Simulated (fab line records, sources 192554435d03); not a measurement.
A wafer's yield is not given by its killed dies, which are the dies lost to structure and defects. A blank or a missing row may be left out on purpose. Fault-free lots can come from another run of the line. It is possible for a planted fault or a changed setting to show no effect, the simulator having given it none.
Chamber matching    flow n5 finfet    N5_FIN_SAQP_ALD_61 on ald sin-03: 4 sister chambers
The step deposits SiO2, target thk 4 nm, pulse time 1 s, purge time 2 s. 30 wafers are shown with their chamber, then 12 later ones without.

## WAFERS, EACH WITH ITS CHAMBER
wafer   chamber  heater power w (W)  susceptor temp C (C)  precursor pulse height rel
L074.1  1        460                 299.74                1.010
L074.2  0        435                 299.92                1.014
L074.6  1        459                 299.69                0.996
L075.2  3        452                 300.27                1.025
L075.3  0        428                 299.84                0.989
L075.5  0        437                 300.00                0.983
L076.3  1        465                 299.74                1.036
L076.4  0        429                 300.10                1.027
L076.5  0        433                 299.94                1.039
L077.2  2        491                 299.62                0.987
L077.3  3        460                 300.16                1.000
L077.5  2        488                 299.75                0.989
L078.3  3        468                 300.01                0.982
L078.4  2        500                 299.74                0.987
L078.6  1        464                 300.00                0.978
L081.4  1        462                 300.21                0.974
L081.5  3        461                 299.86                1.027
L081.6  2        487                 299.65                1.011
L082.1  0        434                 300.06                1.004
L082.2  3        467                 299.85                0.989
L082.4  2        511                 299.86                0.984
L085.1  0        444                 299.73                1.035
L085.2  2        496                 300.07                1.025
L085.6  0        427                 299.84                1.018
L088.1  2        511                 299.82                1.018
L088.3  3        460                 299.76                1.016
L088.5  0        438                 300.04                1.005
L089.2  1        446                 299.72                1.033
L089.4  3        456                 299.88                1.030
L089.5  0        439                 300.09                0.992

SIGNATURES (means of the wafers above)
reading                     chamber 0  chamber 1  chamber 2  chamber 3  scatter within a chamber
heater power w              434.40     459.33     497.71     460.57     7.09
susceptor temp C            299.9560   299.8500   299.7871   299.9700   0.164
precursor pulse height rel  1.01060    1.00450    1.00014    1.00986    0.0206
Rule: a wafer's distance from a chamber is the root of the sum, over the readings, of the square of ((its reading less the chamber's mean) divided by the reading's scatter). If the next closest chamber is less than 2 further off than the closest, the wafer can't be placed; otherwise it belongs to the closest. How the scatter is found: for the shown wafers, subtract from each reading the mean of its chamber, square and add these, divide the total by (wafers less chambers), then take the root.

## WAFERS MISSING THEIR CHAMBER
wafer   heater power w (W)  susceptor temp C (C)  precursor pulse height rel
L090.1  472                 299.97                0.991
L090.2  480                 300.15                0.999
L090.4  439                 300.09                1.013
L092.1  429                 300.23                0.997
L092.2  458                 300.16                0.988
L092.3  487                 299.96                1.041
L094.2  459                 299.82                1.014
L094.3  459                 299.97                1.006
L094.4  499                 299.83                0.989
L095.3  455                 300.37                1.022
L095.4  494                 300.12                0.982
L095.5  490                 299.67                0.977

## CHAMBER TAKEN BY EACH
wafer   from the rows above           in truth
L090.1  can't be placed: 3 or 1 or 2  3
L090.2  can't be placed: 3 or 2 or 1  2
L090.4  0                             0
L092.1  0                             0
L092.2  can't be placed: 3 or 1       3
L092.3  can't be placed: 2 or 3 or 1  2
L094.2  can't be placed: 1 or 3       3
L094.3  can't be placed: 3 or 1       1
L094.4  2                             2
L095.3  can't be placed: 3 or 1 or 0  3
L095.4  2                             2
L095.5  2                             2
Placed correctly: 5 of 12. Can't be placed from these rows: 7 (the true chamber is among the candidates in 7). 0 placed wrongly.
